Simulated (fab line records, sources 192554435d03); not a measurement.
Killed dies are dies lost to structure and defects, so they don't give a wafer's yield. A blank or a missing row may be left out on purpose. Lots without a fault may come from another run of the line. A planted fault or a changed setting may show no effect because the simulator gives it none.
fab line records | flow n5_finfet
record lots=4 wafers=12 last_day=18
route steps=1938 shown BEOL_M2@872 BEOL_M4@1111 PASSIVATION@1936
lots that met no fault: from a run of the same line without faults
start_h: hours from the record's first day to the start of the lot's first wafer shown | wait_h: hours since the lot's step before | " the same as in the row above | L1.1+2: a row that stands for several wafers | - no value, or no start given | * or withheld: withheld | < > ~ a bound
route shown NAME@n: a module of which the file shows steps, and the number in the route of the first | usual: mean/standard deviation of fault-free wafers | same: alike in all rows | chamber/n: place in a boat | sites: the reading at each site | _std_site: their standard deviation | _edge_site: outer sites' mean less inner sites' | radius_mm: how far each site lies from the wafer's centre | mask NAME#n: copy n | behind: the tool/chamber that last shaped the wafer | hold: why the lot was held/for how many hours/how that ended | device: the transistor (n, p or np) that didn't switch | end of line: the same wafers' tests at the end of the route | a step without rows: its recipe alone | killed: dies lost to structure and defects at the first sort, not the wafer's yield | map: a wafer's dies, x killed, . not, _ none there
set.NAME: the setting as run; set.NAME@STEP: as run at that earlier step | model.NAME: the simulator's own value behind a step, which no gauge read
lots at some steps of the route; a table a step, a row a wafer
services: from which hour (start_h, from the record's first day; less than 0 if before it) a tool's chamber was out of use, for how many hours, and why
## steps
# step N5_BEOL_M2_SOFTBAKE_23
# recipe temp_c=110 time_s=60 resist=CAR-EUV
# step N5_BEOL_M2_EXPOSE_25
# recipe mask_id=V1 na=0.33 source_shape=quasar sigma_inner=0.2 sigma_outer=0.8 polarization=unpolarized defocus_nm=5 dose_mj=63
# step N5_BEOL_M2_PEB_26
# recipe peb_temp_c=100 peb_time_s=60 resist=CAR-EUV
# step N5_BEOL_M2_DEVELOP_27
# recipe develop_time_s=30 developer=TMAH resist=CAR-EUV rinse_liquid=surfactant_rinse dry=air_spin dev_temp_c=23
# step N5_BEOL_M2_DESCUM_33
# recipe chemistry=O2 time_s=7 source_power_w=50 bias_power_w=20 pressure_mtorr=20 rf_frequency_hz=2.712e+07 temp_c=40 resist=CAR-EUV o2_flow_sccm=225
# step N5_BEOL_M2_ETCH_77
# recipe chemistry=N2/H2 target=underlayer target_depth_a=65 mask_material=CAR-EUV time_s=5.2 ion_energy_ev=200 pressure_mtorr=30 source_w=840 bias_w=150 n2_flow_sccm=200 h2_flow_sccm=200 ends=cleared
# step N5_BEOL_M2_ETCH_69
# recipe chemistry=CF4 target=SiARC target_depth_a=156 mask_material=CAR-EUV time_s=26 ion_energy_ev=80 pressure_mtorr=40 source_w=545 bias_w=36 Ar_flow_sccm=100 cf4_flow_sccm=100 ends=cleared
# step N5_BEOL_M2_ALD_98
# recipe material=SiO2 target_thk_a=25 temp_c=100 ald_precursor_family=BDEAS ald_co_reactant=O2-plasma pulse_time_s=1 co_reactant_pulse_time_s=1 purge_time_s=2 co_reactant_purge_time_s=2 ald_cycles=17 pressure_torr=2
# step N5_BEOL_M2_ETCHBACK_99
# recipe chemistry=CHF3 target=SiO2 target_depth_a=50 time_s=10.4 source_w=215 bias_w=47 Ar_flow_sccm=200 CHF3_flow_sccm=12 ion_energy_ev=100 pressure_mtorr=30
# step N5_BEOL_M2_ETCH_70
# recipe chemistry=N2/H2 target=SOC target_depth_a=800 overetch_a=240 mask_material=SiARC temp_c=40 time_s=130 ion_energy_ev=200 pressure_mtorr=30 source_w=840 bias_w=150 n2_flow_sccm=200 h2_flow_sccm=200
# usual bias_w=150.0/0.47 chamber_pressure_mTorr=29.999/0.027 drypump_motor_current_A=5.7/0.46 oes_product_au=0.61/0.065 rf_vpp_V=524.3/2.5 showerhead_plenum_p_Torr=2.56/0.09 throttle_valve_pct=17.73/0.22
# columns lot.wafer tool chamber start_h wait_h bias_w chamber_pressure_mTorr drypump_motor_current_A oes_product_au rf_hours_counter_h rf_vpp_V showerhead_plenum_p_Torr throttle_valve_pct model.CAR-EUV_of_BEOL_M2_COAT_22.thk_nm model.SiARC_of_BEOL_M2_COAT_68.thk_nm model.underlayer_of_BEOL_M2_COAT_76.thk_nm
L340.1 rie_diel-05 3 184.40 0.0 149.4 30.013 5.2 0.65 36 529.0 2.71 17.70 0 5.8 0
L340.2 " 1 " " 150.3 30.010 5.7 0.63 48 523.4 2.48 17.83 0 5.6 0
L340.5 " 0 " " 150.2 29.992 5.8 0.67 - 522.0 2.49 17.73 0 5.8 0
L344.1 rie_diel-04 2 204.34 0.0 150.4 30.004 5.8 0.50 249 522.8 2.49 17.90 0 5.6 0
L344.2 " 3 " " 150.2 29.991 6.5 0.52 211 526.9 2.62 17.87 0 5.8 0
L344.4 " 1 " " 150.2 30.015 5.4 0.64 46 524.9 2.59 17.62 0 5.6 0
L353.1 rie_diel-02 3 267.13 0.0 - - - - - - - - 10.4 12 5
L353.2 " 2 " " - - - - - - - - 10.4 12 5
L353.4 " 1 " " - - - - - - - - 10.4 12 5
L356.2 rie_diel-04 0 278.04 0.0 - - - - - - - - 10.4 12 5
L356.4 " 3 " " - - - - - - - - 10.4 12 5
L356.5 " 0 " " - - - - - - - - 10.4 12 5
# step N5_BEOL_M2_STRIP_71
# recipe chemistry=N2/H2 temp_c=40 n2_flow_sccm=200 h2_flow_sccm=200 rf_frequency_hz=6e+07
# step N5_BEOL_M2_STRIP_78
# recipe chemistry=N2/H2 temp_c=40 n2_flow_sccm=200 h2_flow_sccm=200 rf_frequency_hz=6e+07
# step N5_BEOL_M2_VIA_ETCH_34
# recipe chemistry=C4F6/O2 target_depth_a=694 mask_material=SOC pressure_mtorr=15 ion_energy_ev=250 taper_deg=4 time_s=65.9 source_w=350 bias_w=170 Ar_flow_sccm=300 C4F6_flow_sccm=10 O2_flow_sccm=10
# usual C4F6_flow_sccm=10.00/0.031 O2_flow_sccm=10.00/0.033 drypump_motor_current_A=5.7/0.45 oes_product_au=0.84/0.092 rf_vpp_V=669/11 showerhead_plenum_p_Torr=2.85/0.095 throttle_valve_pct=30.64/0.2
# columns lot.wafer tool chamber start_h wait_h C4F6_flow_sccm O2_flow_sccm drypump_motor_current_A oes_product_au rf_hours_counter_h rf_vpp_V showerhead_plenum_p_Torr throttle_valve_pct
L340.1 rie_diel-05 3 184.51 0.0 10.02 9.94 5.2 0.89 36 670 3.02 30.76
L340.2 " 1 " " 9.97 10.06 5.6 0.86 48 665 2.76 30.77
L340.5 " 0 " " 10.02 9.94 5.8 0.90 - 660 2.77 30.58
L344.1 rie_diel-04 2 204.45 0.0 10.03 10.03 5.7 0.69 249 668 2.79 30.77
L344.2 " 3 " " 10.03 10.00 6.5 0.71 211 670 2.91 30.74
L344.4 " 1 " " 10.03 9.93 5.3 0.88 46 675 2.88 30.50
L353.1 rie_diel-02 3 267.24 0.0 9.97 10.01 5.6 0.32 45 690 2.89 30.36
L353.2 " 2 " " 9.96 9.99 6.2 0.29 107 644 2.95 30.26
L353.4 " 1 " " 9.98 9.95 5.2 0.31 84 664 2.86 30.30
L356.2 rie_diel-04 0 278.15 0.0 10.00 10.04 5.2 0.33 31 688 2.77 30.07
L356.4 " 3 " " 9.97 10.00 6.5 0.26 236 670 2.89 30.65
L356.5 " 0 " " 9.94 10.06 5.2 0.33 - 688 2.77 30.07
# step N5_BEOL_M2_STRIP_83
# recipe chemistry=C4F6/O2 resist=SiARC rf_frequency_hz=6e+07
# step N5_BEOL_M4_RC_MEAS_101
# usual DIBL_N=36.2/1.6 DIBL_P=36.5/1.9 IOFF_N=0.158/0.027 IOFF_P=0.21/0.038 ION_N=675/12 ION_P=464/8.9 SS_N=71.5/0.61 SS_P=73.4/0.59 VT_N=250.4/3 VT_P=-250/3.6
# columns lot.wafer tool chamber start_h wait_h DIBL_N[mV/V] DIBL_P[mV/V] IOFF_N[nA/um] IOFF_P[nA/um] ION_N[uA/um] ION_P[uA/um] SS_N[mV/dec] SS_P[mV/dec] VT_N[mV] VT_P[mV]
L340.1 prober-01 0 210.70 0.0 33.0 32.6 0.099 0.16 661 465 70.2 73.0 258.6 -250
L340.2 " 0 " " 35.6 37.2 0.149 0.24 675 471 71.4 73.3 249.2 -245
L340.5 " 0 " " 32.6 32.3 0.101 0.17 652 455 71.0 72.7 256.5 -252
L344.1 prober-01 0 227.46 0.0 36.1 36.1 0.162 0.20 683 463 71.3 73.5 247.1 -251
L344.2 " 0 " " 36.6 36.7 0.168 0.20 682 462 71.3 73.3 247.3 -246
L344.4 " 0 " " 37.8 39.3 0.206 0.26 706 486 71.6 74.4 245.4 -246
# step N5_PASSIVATION_PROBE_49
# usual defect_limited_yield=91.3/1.7 killed_at_M0_to_M3=33/11 killed_at_M4_up=14/5.5 killed_at_contacts=13/6.5 killed_at_front_end=39/13 killed_at_other=3.4/2.9 killed_dies=103/20 killed_on_rim=14/4.3 killed_open=69/15 killed_short=32/8.1 sort_bin_5_function=5.1/1.1 sort_bin_6_memory=3.3/0.74 sort_n_pass=1077/20 sort_yield_pct=91.3/1.7
# same gross_dies=1180 killed_at_back_side=0 sort_bin_4_leakage[%]=0 sort_bin_8_speed[%]=0
# columns lot.wafer tool chamber start_h wait_h defect_limited_yield[%] killed_at_M0_to_M3 killed_at_M4_up killed_at_contacts killed_at_front_end killed_at_other killed_dies killed_on_rim killed_open killed_short sort_bin_5_function[%] sort_bin_6_memory[%] sort_n_pass sort_yield_pct[%]
L340.1 prober-01 - 330.91 0.0 91.0 37 13 14 38 4 106 12 73 32 4.9 4.0 1074 91.0
L340.2 prober-01 - 330.96 0.1 93.3 36 8 8 25 2 79 8 49 26 4.2 1.9 1101 93.3
L340.5 prober-01 - 331.11 0.2 88.6 59 17 10 46 2 134 18 83 49 5.9 5.2 1046 88.6
L353.1 prober-02 - 423.87 0.4 0 1118 23 9 28 2 1180 152 63 28 96.8 3.2 0 0
L353.2 prober-02 - 423.92 0.4 0 1115 16 9 36 4 1180 152 58 34 97.5 2.4 0 0
L353.4 prober-02 - 424.02 0.5 0 1103 25 10 40 2 1180 152 71 29 96.1 3.6 0 0
L356.2 prober-02 - 429.58 0.1 0 1138 6 4 32 0 1180 152 46 29 97.3 2.5 0 0
L356.4 prober-02 - 429.68 0.2 0 1103 7 14 48 8 1180 152 90 33 96.2 3.6 0 0
L356.5 prober-02 - 429.73 0.2 0 1113 11 8 45 3 1180 152 74 44 95.8 3.7 0 0
# killed by level:class
L340.1 MOL_CONTACT_COAG:geometric_particle:open=13 FIN_SAQP:geometric_particle:open=10 BEOL_M0_SAQP:geometric_particle:open=9 BEOL_M0_SAQP:geometric_particle:short=7 FIN_SAQP:geometric_particle:short=6 BEOL_M5:geometric_particle:open=5 DUMMY_GATE:geometric_particle:open=4 BEOL_M2:geometric_particle:open=4
L340.2 BEOL_M0:geometric_particle:open=11 BEOL_M0_SAQP:geometric_particle:short=8 BEOL_M0_SAQP:geometric_particle:open=6 FIN_SAQP:geometric_particle:open=5 MOL_CONTACT_COAG:geometric_particle:open=5 BEOL_M1:geometric_particle:open=5 DUMMY_GATE:geometric_particle:open=3 MOL_CONTACT_COAG:geometric_particle:short=3
L340.5 BEOL_M0_SAQP:geometric_particle:short=17 BEOL_M0_SAQP:geometric_particle:open=14 FIN_SAQP:geometric_particle:open=13 MOL_CONTACT_COAG:geometric_particle:open=9 BEOL_M1:geometric_particle:open=8 BEOL_M2:geometric_particle:open=8 FIN_SAQP:geometric_particle:short=7 BEOL_M3:geometric_particle:open=6
L353.1 BEOL_M2:area_etch=1089 BEOL_M4:geometric_particle:open=11 BEOL_M0_SAQP:geometric_particle:open=10 MOL_CONTACT_COAG:geometric_particle:open=8 BEOL_M0_SAQP:geometric_particle:short=8 FIN_SAQP:geometric_particle:short=6 FIN_SAQP:geometric_particle:open=6 STI_FIN_REVEAL:geometric_particle:open=6
L353.2 BEOL_M2:area_etch=1088 BEOL_M1:geometric_particle:open=11 FIN_SAQP:geometric_particle:open=8 BEOL_M4:geometric_particle:open=8 FIN_SAQP:geometric_particle:short=7 GATE_CUT:geometric_particle:short=5 MOL_CONTACT_COAG:geometric_particle:open=5 BEOL_M2:geometric_particle:open=5
L353.4 BEOL_M2:area_etch=1080 FIN_SAQP:geometric_particle:open=11 BEOL_M4:geometric_particle:open=8 MOL_CONTACT_COAG:geometric_particle:open=7 STI_FIN_REVEAL:geometric_particle:open=6 GATE_CUT:geometric_particle:open=6 BEOL_M0_SAQP:geometric_particle:open=6 BEOL_M1:geometric_particle:open=6
L356.2 BEOL_M2:area_etch=1105 STI_FIN_REVEAL:geometric_particle:open=11 BEOL_M0_SAQP:geometric_particle:short=10 BEOL_M2:geometric_particle:open=9 FIN_SAQP:geometric_particle:short=6 BEOL_M0_SAQP:geometric_particle:open=5 BEOL_M1:geometric_particle:open=5 MOL_CONTACT_COAG:geometric_particle:open=4
L356.4 BEOL_M2:area_etch=1055 FIN_SAQP:geometric_particle:open=14 BEOL_M0_SAQP:geometric_particle:open=13 MOL_CONTACT_COAG:geometric_particle:open=12 STI_FIN_REVEAL:geometric_particle:open=11 BEOL_M0_SAQP:geometric_particle:short=11 FIN_SAQP:geometric_particle:short=9 BEOL_M1:geometric_particle:open=7
L356.5 BEOL_M2:area_etch=1062 BEOL_M0_SAQP:geometric_particle:short=11 BEOL_M2:geometric_particle:open=11 FIN_SAQP:geometric_particle:short=9 FIN_SAQP:geometric_particle:open=9 STI_FIN_REVEAL:geometric_particle:open=7 BEOL_M0_SAQP:geometric_particle:open=7 MOL_CONTACT_COAG:geometric_particle:open=6
# map L353.1 (x killed, . not)
_________________xxxxxxxxxxxx________________
______________xxxxxxxxxxxxxxxxxx_____________
___________xxxxxxxxxxxxxxxxxxxxxxxx__________
__________xxxxxxxxxxxxxxxxxxxxxxxxxx_________
________xxxxxxxxxxxxxxxxxxxxxxxxxxxxxx_______
_______xxxxxxxxxxxxxxxxxxxxxxxxxxxxxxxx______
______xxxxxxxxxxxxxxxxxxxxxxxxxxxxxxxxxx_____
_____xxxxxxxxxxxxxxxxxxxxxxxxxxxxxxxxxxxx____
____xxxxxxxxxxxxxxxxxxxxxxxxxxxxxxxxxxxxxx___
___xxxxxxxxxxxxxxxxxxxxxxxxxxxxxxxxxxxxxxxx__
___xxxxxxxxxxxxxxxxxxxxxxxxxxxxxxxxxxxxxxxx__
__xxxxxxxxxxxxxxxxxxxxxxxxxxxxxxxxxxxxxxxxxx_
__xxxxxxxxxxxxxxxxxxxxxxxxxxxxxxxxxxxxxxxxxx_
_xxxxxxxxxxxxxxxxxxxxxxxxxxxxxxxxxxxxxxxxxxxx
_xxxxxxxxxxxxxxxxxxxxxxxxxxxxxxxxxxxxxxxxxxxx
_xxxxxxxxxxxxxxxxxxxxxxxxxxxxxxxxxxxxxxxxxxxx
_xxxxxxxxxxxxxxxxxxxxxxxxxxxxxxxxxxxxxxxxxxxx
_xxxxxxxxxxxxxxxxxxxxxxxxxxxxxxxxxxxxxxxxxxxx
_xxxxxxxxxxxxxxxxxxxxxxxxxxxxxxxxxxxxxxxxxxxx
_xxxxxxxxxxxxxxxxxxxxxxxxxxxxxxxxxxxxxxxxxxxx
_xxxxxxxxxxxxxxxxxxxxxxxxxxxxxxxxxxxxxxxxxxxx
__xxxxxxxxxxxxxxxxxxxxxxxxxxxxxxxxxxxxxxxxxx_
__xxxxxxxxxxxxxxxxxxxxxxxxxxxxxxxxxxxxxxxxxx_
___xxxxxxxxxxxxxxxxxxxxxxxxxxxxxxxxxxxxxxxx__
___xxxxxxxxxxxxxxxxxxxxxxxxxxxxxxxxxxxxxxxx__
____xxxxxxxxxxxxxxxxxxxxxxxxxxxxxxxxxxxxxx___
_____xxxxxxxxxxxxxxxxxxxxxxxxxxxxxxxxxxxx____
______xxxxxxxxxxxxxxxxxxxxxxxxxxxxxxxxxx_____
_______xxxxxxxxxxxxxxxxxxxxxxxxxxxxxxxx______
________xxxxxxxxxxxxxxxxxxxxxxxxxxxxxx_______
__________xxxxxxxxxxxxxxxxxxxxxxxxxx_________
___________xxxxxxxxxxxxxxxxxxxxxxxx__________
______________xxxxxxxxxxxxxxxxxx_____________
_________________xxxxxxxxxxxx________________
# map L356.2 (x killed, . not)
_________________xxxxxxxxxxxx________________
______________xxxxxxxxxxxxxxxxxx_____________
___________xxxxxxxxxxxxxxxxxxxxxxxx__________
__________xxxxxxxxxxxxxxxxxxxxxxxxxx_________
________xxxxxxxxxxxxxxxxxxxxxxxxxxxxxx_______
_______xxxxxxxxxxxxxxxxxxxxxxxxxxxxxxxx______
______xxxxxxxxxxxxxxxxxxxxxxxxxxxxxxxxxx_____
_____xxxxxxxxxxxxxxxxxxxxxxxxxxxxxxxxxxxx____
____xxxxxxxxxxxxxxxxxxxxxxxxxxxxxxxxxxxxxx___
___xxxxxxxxxxxxxxxxxxxxxxxxxxxxxxxxxxxxxxxx__
___xxxxxxxxxxxxxxxxxxxxxxxxxxxxxxxxxxxxxxxx__
__xxxxxxxxxxxxxxxxxxxxxxxxxxxxxxxxxxxxxxxxxx_
__xxxxxxxxxxxxxxxxxxxxxxxxxxxxxxxxxxxxxxxxxx_
_xxxxxxxxxxxxxxxxxxxxxxxxxxxxxxxxxxxxxxxxxxxx
_xxxxxxxxxxxxxxxxxxxxxxxxxxxxxxxxxxxxxxxxxxxx
_xxxxxxxxxxxxxxxxxxxxxxxxxxxxxxxxxxxxxxxxxxxx
_xxxxxxxxxxxxxxxxxxxxxxxxxxxxxxxxxxxxxxxxxxxx
_xxxxxxxxxxxxxxxxxxxxxxxxxxxxxxxxxxxxxxxxxxxx
_xxxxxxxxxxxxxxxxxxxxxxxxxxxxxxxxxxxxxxxxxxxx
_xxxxxxxxxxxxxxxxxxxxxxxxxxxxxxxxxxxxxxxxxxxx
_xxxxxxxxxxxxxxxxxxxxxxxxxxxxxxxxxxxxxxxxxxxx
__xxxxxxxxxxxxxxxxxxxxxxxxxxxxxxxxxxxxxxxxxx_
__xxxxxxxxxxxxxxxxxxxxxxxxxxxxxxxxxxxxxxxxxx_
___xxxxxxxxxxxxxxxxxxxxxxxxxxxxxxxxxxxxxxxx__
___xxxxxxxxxxxxxxxxxxxxxxxxxxxxxxxxxxxxxxxx__
____xxxxxxxxxxxxxxxxxxxxxxxxxxxxxxxxxxxxxx___
_____xxxxxxxxxxxxxxxxxxxxxxxxxxxxxxxxxxxx____
______xxxxxxxxxxxxxxxxxxxxxxxxxxxxxxxxxx_____
_______xxxxxxxxxxxxxxxxxxxxxxxxxxxxxxxx______
________xxxxxxxxxxxxxxxxxxxxxxxxxxxxxx_______
__________xxxxxxxxxxxxxxxxxxxxxxxxxx_________
___________xxxxxxxxxxxxxxxxxxxxxxxx__________
______________xxxxxxxxxxxxxxxxxx_____________
_________________xxxxxxxxxxxx________________
## services
# columns tool chamber start_h hours kind
rie_diel-04 0 163.15 - clean
rie_diel-04 0 163.15 - consumable_replace:focus_ring
rie_diel-04 0 163.15 21.2 scheduled_down
rie_diel-04 0 163.15 21.2 vent_cycle
rie_diel-04 2 165.46 6.9 repair
rie_diel-05 2 206.62 - clean
rie_diel-05 2 206.62 - consumable_replace:focus_ring
rie_diel-05 2 206.62 23.4 scheduled_down
rie_diel-05 2 206.62 23.4 vent_cycle
rie_diel-04 0 212.51 4.9 repair
rie_diel-04 2 214.43 1.4 repair
rie_diel-04 2 217.64 - clean
rie_diel-04 2 217.64 - consumable_replace:focus_ring
rie_diel-04 2 217.64 18.5 scheduled_down
rie_diel-04 2 217.64 18.5 vent_cycle
## key
first_sign step=N5_BEOL_M2_ETCH_70 reading=tool_record direction=missing
effect step=N5_BEOL_M2_VIA_ETCH_34 reading=oes_product_au direction=down sigmas=5.8 usual=0.84 struck=0.31
effect step=N5_PASSIVATION_PROBE_49 reading=killed_at_M0_to_M3 direction=up sigmas=99+ usual=33 struck=1115
model_effect step=N5_BEOL_M2_ETCH_70 value=CAR-EUV_of_BEOL_M2_COAT_22.thk_nm without=0 struck=10.4
more_kills_born_at N5_BEOL_M2_ETCH_70@rie_diel-02=3257 N5_BEOL_M2_ETCH_70@rie_diel-04=3222
met_at N5_BEOL_M2_ETCH_70
struck_wafers L353.1,L353.2,L353.4,L356.2,L356.4,L356.5
later_rows_left_out L353.1,L353.2,L353.4,L356.2,L356.4,L356.5
onset_between 204.34 267.13
fault kind=skipped_step_whole tool=rie_diel-02,rie_diel-04 chamber=- onset_h=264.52 steps=N5_BEOL_M2_ETCH_70 scope=struck_lots_only
# later_rows_left_out: the simulator's readings of these wafers behind a module that went badly wrong aren't trusted and aren't shown, but for the sort
